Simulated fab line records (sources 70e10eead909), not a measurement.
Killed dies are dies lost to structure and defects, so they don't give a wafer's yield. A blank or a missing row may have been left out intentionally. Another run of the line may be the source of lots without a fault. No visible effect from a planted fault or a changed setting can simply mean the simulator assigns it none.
Commonality check across tools / flow nand_harc / Sampled: 12 lots, 36 wafers

## THE REASON FOR OPENING IT
Flagged at NHARC_P_M1_CD_MEAS_09: reading cd_nm, on 2 of 12 lots. Wafers without a fault read 130.2 nm, standard deviation 0.58.
Rule: a lot is flagged in two cases, either no wafer of it has a number, or all its wafers with numbers fall more than 4 standard deviations from that mean. The rest of the lots are taken to be sound.

lot=L754; measured=day 5 23:18; on=cd_sem-02; cd_nm (nm), wafer by wafer=130.0 129.7 130.3; flag=
lot=L757; measured=day 6 17:24; on=cd_sem-02; cd_nm (nm), wafer by wafer=130.1 129.9 129.7; flag=
lot=L758; measured=day 6 17:50; on=cd_sem-02; cd_nm (nm), wafer by wafer=129.9 131.0 130.0; flag=
lot=L756; measured=day 6 18:27; on=cd_sem-02; cd_nm (nm), wafer by wafer=130.4 130.8 131.1; flag=
lot=L759; measured=day 7 12:59; on=cd_sem-01; cd_nm (nm), wafer by wafer=137.8 137.6 138.4; flag=FLAGGED
lot=L760; measured=day 7 13:32; on=cd_sem-02; cd_nm (nm), wafer by wafer=130.8 130.7 131.5; flag=
lot=L765; measured=day 9 04:31; on=cd_sem-02; cd_nm (nm), wafer by wafer=137.0 137.3 136.9; flag=FLAGGED
lot=L769; measured=day 9 21:53; on=cd_sem-02; cd_nm (nm), wafer by wafer=130.6 130.4 130.8; flag=
lot=L774; measured=day 10 16:29; on=cd_sem-03; cd_nm (nm), wafer by wafer=130.2 129.6 130.0; flag=
lot=L775; measured=day 11 02:56; on=cd_sem-01; cd_nm (nm), wafer by wafer=131.3 130.0 130.5; flag=
lot=L776; measured=day 11 03:55; on=cd_sem-01; cd_nm (nm), wafer by wafer=129.3 129.7 129.7; flag=
lot=L777; measured=day 11 20:39; on=cd_sem-01; cd_nm (nm), wafer by wafer=129.7 130.9 129.5; flag=
On average the flagged lots' numbers are 137.5 nm, which is +7.3 nm against the usual, or +13 standard deviations.

## EACH LOT AND THE TOOL IT RAN ON
Before the reading, the record contains 4 process steps out of a 1159-step route. In each cell: the tool, then ch and the chambers that the sampled wafers went through, then the start.
lot=L754; flag=; NHARC_P_M0_DEGAS_28=pvd_sputter-01, day 5 20:31; NHARC_P_M0_PRE_CLEAN_31=pecvd-02 ch 0,2, day 5 22:07; NHARC_P_M0_DEP_32=pecvd-02 ch 0,2, day 5 22:12; NHARC_P_M1_EXPOSE_06=arfi_scanner-01 ch 0, day 5 23:10
lot=L757; flag=; NHARC_P_M0_DEGAS_28=pvd_sputter-02, day 6 14:28; NHARC_P_M0_PRE_CLEAN_31=pecvd-04 ch 0,1,2, day 6 16:05; NHARC_P_M0_DEP_32=pecvd-04 ch 0,1,2, day 6 16:12; NHARC_P_M1_EXPOSE_06=arfi_scanner-02 ch 0, day 6 17:16
lot=L758; flag=; NHARC_P_M0_DEGAS_28=pvd_sputter-03, day 6 14:53; NHARC_P_M0_PRE_CLEAN_31=pecvd-03 ch 0,1,2, day 6 16:31; NHARC_P_M0_DEP_32=pecvd-03 ch 0,1,2, day 6 16:35; NHARC_P_M1_EXPOSE_06=arfi_scanner-03 ch 0, day 6 17:42
lot=L756; flag=; NHARC_P_M0_DEGAS_28=pvd_sputter-02, day 6 15:09; NHARC_P_M0_PRE_CLEAN_31=pecvd-04 ch 1,2, day 6 16:58; NHARC_P_M0_DEP_32=pecvd-04 ch 1,2, day 6 17:07; NHARC_P_M1_EXPOSE_06=arfi_scanner-02 ch 0, day 6 18:19
lot=L759; flag=FLAGGED; NHARC_P_M0_DEGAS_28=pvd_sputter-02, day 7 10:07; NHARC_P_M0_PRE_CLEAN_31=pecvd-04 ch 0,1,2, day 7 11:46; NHARC_P_M0_DEP_32=pecvd-04 ch 0,1,2, day 7 11:51; NHARC_P_M1_EXPOSE_06=arfi_scanner-02 ch 0, day 7 12:50
lot=L760; flag=; NHARC_P_M0_DEGAS_28=pvd_sputter-03, day 7 10:37; NHARC_P_M0_PRE_CLEAN_31=pecvd-04 ch 0,1,2, day 7 12:14; NHARC_P_M0_DEP_32=pecvd-04 ch 0,1,2, day 7 12:18; NHARC_P_M1_EXPOSE_06=arfi_scanner-03 ch 0, day 7 13:24
lot=L765; flag=FLAGGED; NHARC_P_M0_DEGAS_28=pvd_sputter-03, day 9 01:35; NHARC_P_M0_PRE_CLEAN_31=pecvd-02 ch 0,1,2, day 9 03:14; NHARC_P_M0_DEP_32=pecvd-02 ch 0,1,2, day 9 03:20; NHARC_P_M1_EXPOSE_06=arfi_scanner-02 ch 0, day 9 04:23
lot=L769; flag=; NHARC_P_M0_DEGAS_28=pvd_sputter-02, day 9 18:49; NHARC_P_M0_PRE_CLEAN_31=pecvd-03 ch 0,1,2, day 9 20:34; NHARC_P_M0_DEP_32=pecvd-03 ch 0,1,2, day 9 20:38; NHARC_P_M1_EXPOSE_06=arfi_scanner-01 ch 0, day 9 21:45
lot=L774; flag=; NHARC_P_M0_DEGAS_28=pvd_sputter-03, day 10 13:29; NHARC_P_M0_PRE_CLEAN_31=pecvd-02 ch 0,1,2, day 10 15:11; NHARC_P_M0_DEP_32=pecvd-02 ch 0,1,2, day 10 15:18; NHARC_P_M1_EXPOSE_06=arfi_scanner-01 ch 0, day 10 16:20
lot=L775; flag=; NHARC_P_M0_DEGAS_28=pvd_sputter-02, day 10 23:51; NHARC_P_M0_PRE_CLEAN_31=pecvd-04 ch 0,1, day 11 01:33; NHARC_P_M0_DEP_32=pecvd-04 ch 0,1, day 11 01:40; NHARC_P_M1_EXPOSE_06=arfi_scanner-01 ch 0, day 11 02:47
lot=L776; flag=; NHARC_P_M0_DEGAS_28=pvd_sputter-03, day 11 00:56; NHARC_P_M0_PRE_CLEAN_31=pecvd-04 ch 0,1, day 11 02:34; NHARC_P_M0_DEP_32=pecvd-04 ch 0,1, day 11 02:41; NHARC_P_M1_EXPOSE_06=arfi_scanner-01 ch 0, day 11 03:47
lot=L777; flag=; NHARC_P_M0_DEGAS_28=pvd_sputter-03, day 11 17:50; NHARC_P_M0_PRE_CLEAN_31=pecvd-03 ch 0,1,2, day 11 19:27; NHARC_P_M0_DEP_32=pecvd-03 ch 0,1,2, day 11 19:32; NHARC_P_M1_EXPOSE_06=arfi_scanner-01 ch 0, day 11 20:31
What the steps here do:
- NHARC_P_M0_DEGAS_28: time 60 s.
- NHARC_P_M0_PRE_CLEAN_31: time 12 s.
- NHARC_P_M0_DEP_32: deposits SiCN, target thk 30 nm.
- NHARC_P_M1_EXPOSE_06: exposes mask P M1, target cd 130 nm.
- NHARC_P_M1_CD_MEAS_09: target cd 130 nm.

## FLAGGED OVER TOTAL, TOOL BY TOOL (the gauges that took the reading come last)
step=NHARC_P_M0_DEGAS_28; tool=pvd_sputter-01; lots run=1; flagged=0; share of the flagged lots=none; sound lots run after its first flagged lot=-
step=NHARC_P_M0_DEGAS_28; tool=pvd_sputter-02; lots run=5; flagged=1; share of the flagged lots=some; sound lots run after its first flagged lot=2 (L769,L775)
step=NHARC_P_M0_DEGAS_28; tool=pvd_sputter-03; lots run=6; flagged=1; share of the flagged lots=some; sound lots run after its first flagged lot=3 (L774,L776,L777)
step=NHARC_P_M0_PRE_CLEAN_31; tool=pecvd-02; lots run=3; flagged=1; share of the flagged lots=some; sound lots run after its first flagged lot=1 (L774)
step=NHARC_P_M0_PRE_CLEAN_31; tool=pecvd-03; lots run=3; flagged=0; share of the flagged lots=none; sound lots run after its first flagged lot=-
step=NHARC_P_M0_PRE_CLEAN_31; tool=pecvd-04; lots run=6; flagged=1; share of the flagged lots=some; sound lots run after its first flagged lot=3 (L760,L775,L776)
step=NHARC_P_M0_DEP_32; tool=pecvd-02; lots run=3; flagged=1; share of the flagged lots=some; sound lots run after its first flagged lot=1 (L774)
step=NHARC_P_M0_DEP_32; tool=pecvd-03; lots run=3; flagged=0; share of the flagged lots=none; sound lots run after its first flagged lot=-
step=NHARC_P_M0_DEP_32; tool=pecvd-04; lots run=6; flagged=1; share of the flagged lots=some; sound lots run after its first flagged lot=3 (L760,L775,L776)
step=NHARC_P_M1_EXPOSE_06; tool=arfi_scanner-01; lots run=6; flagged=0; share of the flagged lots=none; sound lots run after its first flagged lot=-
step=NHARC_P_M1_EXPOSE_06; tool=arfi_scanner-02; lots run=4; flagged=2; share of the flagged lots=all; sound lots run after its first flagged lot=0
step=NHARC_P_M1_EXPOSE_06; tool=arfi_scanner-03; lots run=2; flagged=0; share of the flagged lots=none; sound lots run after its first flagged lot=-
step=NHARC_P_M1_CD_MEAS_09; tool=cd_sem-01; lots run=4; flagged=1; share of the flagged lots=some; sound lots run after its first flagged lot=3 (L775,L776,L777)
step=NHARC_P_M1_CD_MEAS_09; tool=cd_sem-02; lots run=7; flagged=1; share of the flagged lots=some; sound lots run after its first flagged lot=1 (L769)
step=NHARC_P_M1_CD_MEAS_09; tool=cd_sem-03; lots run=1; flagged=0; share of the flagged lots=none; sound lots run after its first flagged lot=-

## THE TABLE: WHAT IT ALLOWS
Rows of the table that ran each flagged lot: 1, that is arfi_scanner-02 at NHARC_P_M1_EXPOSE_06.
- arfi_scanner-02 at NHARC_P_M1_EXPOSE_06: 2 of its 4 lots flagged. A fault beginning between L756 (day 6 18:19), its last sound lot, and L759 (day 7 12:50), its first flagged one, fits the data. Its own readings (exposure_dose_mJ_cm2) fall more than 4 standard deviations out on all wafers of the flagged lots.
Left over: one tool, arfi_scanner-02 at NHARC_P_M1_EXPOSE_06.

## WHAT THE SIMULATOR PUT IN
Process parameters drifting: arfi_scanner-02 at NHARC_P_M1_EXPOSE_06, beginning at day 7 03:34. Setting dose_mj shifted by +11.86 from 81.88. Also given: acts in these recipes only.
Lots struck among those shown: L759, L765. The rule given above showed the same thing.
